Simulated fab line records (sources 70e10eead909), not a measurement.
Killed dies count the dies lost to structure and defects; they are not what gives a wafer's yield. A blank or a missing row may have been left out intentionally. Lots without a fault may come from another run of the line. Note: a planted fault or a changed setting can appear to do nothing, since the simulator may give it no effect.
Which of the tools did it? / flow nand harc / 6 lots, 18 wafers sampled, at 5 steps of a route of 1302

== WHAT THE GAUGES SHOWED, per wafer ==
NHARC_END_SORT_01.
lot=L693; measured=day 26 06:08; on=prober-02; killed at array=673 676 674
lot=L702; measured=day 30 13:44; on=prober-02; killed at array=61

== TOOL THAT RAN EACH LOT (tool first, then ch and the chambers of the sampled wafers, then the start) ==
lot=L690; NHARC_A_CHANNEL_HOLE_D1_ETCH_26=har etch-02 ch 0,1, day 9 17:12; NHARC_A_CHANNEL_FILL_D1_CVD_18=lpcvd poly-03 ch 0, day 10 18:56; NHARC_A_CHANNEL_FILL_D1_ETCHBACK_20=rie diel-08 ch 0,3, day 10 21:08; NHARC_A_CHANNEL_FILL_D1_ETCHBACK_08=rie diel-01 ch 0,1,2, no start
lot=L693; NHARC_A_CHANNEL_HOLE_D1_ETCH_26=har etch-01 ch 0,1, day 10 21:48; NHARC_A_CHANNEL_FILL_D1_CVD_18=lpcvd poly-03 ch 0, day 11 20:58; NHARC_A_CHANNEL_FILL_D1_ETCHBACK_20=rie diel-07 ch 1,2, day 12 01:43; NHARC_A_CHANNEL_FILL_D1_ETCHBACK_08=rie diel-01 ch 0,1, day 26 06:08 or earlier
lot=L697; NHARC_A_CHANNEL_HOLE_D1_ETCH_26=har etch-02 ch 0,1, day 12 13:30; NHARC_A_CHANNEL_FILL_D1_CVD_18=lpcvd poly-01 ch 0, day 13 13:34; NHARC_A_CHANNEL_FILL_D1_ETCHBACK_20=rie diel-07 ch 0,3, day 13 15:48; NHARC_A_CHANNEL_FILL_D1_ETCHBACK_08=rie diel-07 ch 0,1,3, no start
lot=L702; NHARC_A_CHANNEL_HOLE_D1_ETCH_26=har etch-01 ch 0,1, day 15 02:50; NHARC_A_CHANNEL_FILL_D1_CVD_18=lpcvd poly-03 ch 0, day 16 05:19; NHARC_A_CHANNEL_FILL_D1_ETCHBACK_20=rie diel-07 ch 0,1,2, day 16 07:31; NHARC_A_CHANNEL_FILL_D1_ETCHBACK_08=rie diel-08 ch 1,2,3, day 30 13:44 or earlier
lot=L709; NHARC_A_CHANNEL_HOLE_D1_ETCH_26=har etch-01 ch 0,1, day 17 20:57; NHARC_A_CHANNEL_FILL_D1_CVD_18=lpcvd poly-01 ch 0, day 18 21:26; NHARC_A_CHANNEL_FILL_D1_ETCHBACK_20=rie diel-07 ch 2,3, day 18 23:39; NHARC_A_CHANNEL_FILL_D1_ETCHBACK_08=rie diel-01 ch 0,1, no start
lot=L711; NHARC_A_CHANNEL_HOLE_D1_ETCH_26=har etch-02 ch 0,1, day 18 12:19; NHARC_A_CHANNEL_FILL_D1_CVD_18=lpcvd poly-02 ch 0, day 19 12:42; NHARC_A_CHANNEL_FILL_D1_ETCHBACK_20=rie diel-07 ch 0,3, day 19 14:53; NHARC_A_CHANNEL_FILL_D1_ETCHBACK_08=rie diel-01 ch 1,3, no start
- NHARC_A_CHANNEL_HOLE_D1_ETCH_26: etches the open film in C4F8/O2/Ar, time 224.1 s, target depth 300 nm.
- NHARC_A_CHANNEL_FILL_D1_CVD_18: deposits poly-Si, target thk 3 nm.
- NHARC_A_CHANNEL_FILL_D1_ETCHBACK_20: etches the open film in C4F8/O2/Ar, target depth 27 nm, time 13.5 s.
- NHARC_A_CHANNEL_FILL_D1_ETCHBACK_08: etches the open film in C4F8, target depth 220 nm, time 110 s.

== THE ANSWER, worked out from the rows above alone ==
Rule: what is usual is taken from the lots themselves. Put in order of their means at a reading, lots are off if they are a third of the lots or fewer, leave a main group of 4 or more, and stand apart from it by a gap of 3 or more times the standard deviation of the main group's means; of several such gaps the widest counts. Not used: any main group whose means are identical at the precision the tables above print for the reading. Also off: a lot with no number at a reading for which 4 or more lots have one. The other lots that the step has rows for count as sound.
None of the lots is off at any reading shown; this tells nothing.

== WHAT THE SIMULATOR PUT IN ==
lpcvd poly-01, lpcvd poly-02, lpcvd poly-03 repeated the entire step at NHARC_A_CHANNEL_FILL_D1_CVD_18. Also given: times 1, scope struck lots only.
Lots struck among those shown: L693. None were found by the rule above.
